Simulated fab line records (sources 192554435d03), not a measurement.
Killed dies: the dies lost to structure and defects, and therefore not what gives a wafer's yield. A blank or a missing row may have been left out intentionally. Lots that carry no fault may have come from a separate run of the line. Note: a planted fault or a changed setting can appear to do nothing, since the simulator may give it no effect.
Split-lot trial -- flow n5 finfet -- 21 wafers read across 7 lots, on a route 1938 steps long

## THE SPLIT
At N5_BEOL_M1_ETCH_64 (etches SOC in N2/H2, target depth 75 nm, overetch 15 nm, time 112.5 s), the setting source w was moved away from the recipe's 840 W on 5 of the 21 wafers read, by -13.8% to +10.3%. This setting was run at the recipe's value on the other wafers.

The reading comes from the split's own step.

## THE READING
rf vpp V, in V, at N5_BEOL_M1_ETCH_64 (etches SOC in N2/H2, target depth 75 nm, overetch 15 nm, time 112.5 s). Typical for fault-free wafers on this fab line: 524.4 V, with standard deviation 2.5 V.

wafer,"tool, chamber at the split","source w as run, W",against the recipe,"rf vpp V, V",against lot-mates on the recipe
L080.1,"rie diel-06, 3",840,recipe,520.0,-
L080.2,"rie diel-06, 2",840,recipe,523.7,-
L080.6,"rie diel-06, 2",733.2,-12.7%,546.6,+24.8
L081.2,"rie diel-02, 3",840,recipe,525.3,-
L081.5,"rie diel-02, 1",840,recipe,527.4,-
L081.6,"rie diel-02, 2",724.2,-13.8%,551.4,+25.1
L083.1,"rie diel-02, 1",788.5,-6.1%,536.9,+11.5
L083.2,"rie diel-02, 0",840,recipe,525.4,-
L083.6,"rie diel-02, 1",788.5,-6.1%,536.2,+10.8
L087.2,"rie diel-02, 2",840,recipe,525.9,-
L087.5,"rie diel-02, 0",840,recipe,524.8,-
L087.6,"rie diel-02, 1",840,recipe,524.0,-
L089.1,"rie diel-05, 1",840,recipe,526.9,-
L089.3,"rie diel-05, 3",840,recipe,526.1,-
L089.4,"rie diel-05, 2",840,recipe,521.5,-
L092.1,"rie diel-05, 0",840,recipe,525.8,-
L092.3,"rie diel-05, 1",840,recipe,526.2,-
L092.5,"rie diel-05, 2",840,recipe,521.5,-
L096.1,"rie diel-05, 3",926.1,+10.3%,507.4,-14.4
L096.3,"rie diel-05, 2",840,recipe,521.8,-
L096.6,"rie diel-05, 2",840,recipe,521.8,-

THE FIT
A straight line over all 21 wafers: rf vpp V changes by -1.83 V for each +1% of source w; r = -0.97; the points scatter about the line by 2.1 V.
The same after taking each lot's own level away (the mean of its wafers on the recipe; 21 wafers): -1.76 V for each +1%; r = -0.98; scatter 1.8 V.
That fit puts the effect of the largest move of source w on the reading at 24 V.
Measured against the standard deviation above, the lots' own levels, which go from 521.80 to 526.35 V, span 1.8 times it.
Hence the lot-to-lot level has little effect on the slope; both slopes agree.
Check: +24.3 V against its lot-mates is what the line predicts for one of the wafers moved furthest among these (-13.8%) when that wafer is left out of the fit. It came out at +25.1 V against them.
Tool readings at the split's step, against how far the setting was moved: rf vpp V r = -0.97.

## OTHER SPLITS APPLIED TO THESE WAFERS
These wafers also went through other splits before the reading. Each is held against what the fit with the lots' levels taken away leaves over:
other split on the same wafers,wafers away from the commonest value,r with rf vpp V (lot level and that fit taken away)
N5_HKMG_FIN_COAT_42 spin rpm,8,+0.13
N5_HKMG_FIN_ETCH_55 time s,9,+0.13
N5_GATE_CUT_ALD_22 ald cycles,8,-0.26
N5_MOL_CONTACT_COAG_CONTACT_ETCH_14 source w,6,+0.11
N5_MOL_CONTACT_COAG_ETCH_91 source w,8,-0.05
N5_MOL_CONTACT_COAG_ETCHBACK_135 time s,5,+0.07
N5_BEOL_M0_SAQP_EXPOSE_11 dose mj,11,+0.33
N5_BEOL_M0_SAQP_DEVELOP_13 develop time s,9,-0.09

## THE FILE'S OWN FIT
rf vpp V changes by -1.77 V for each +1% of source w, r = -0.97.
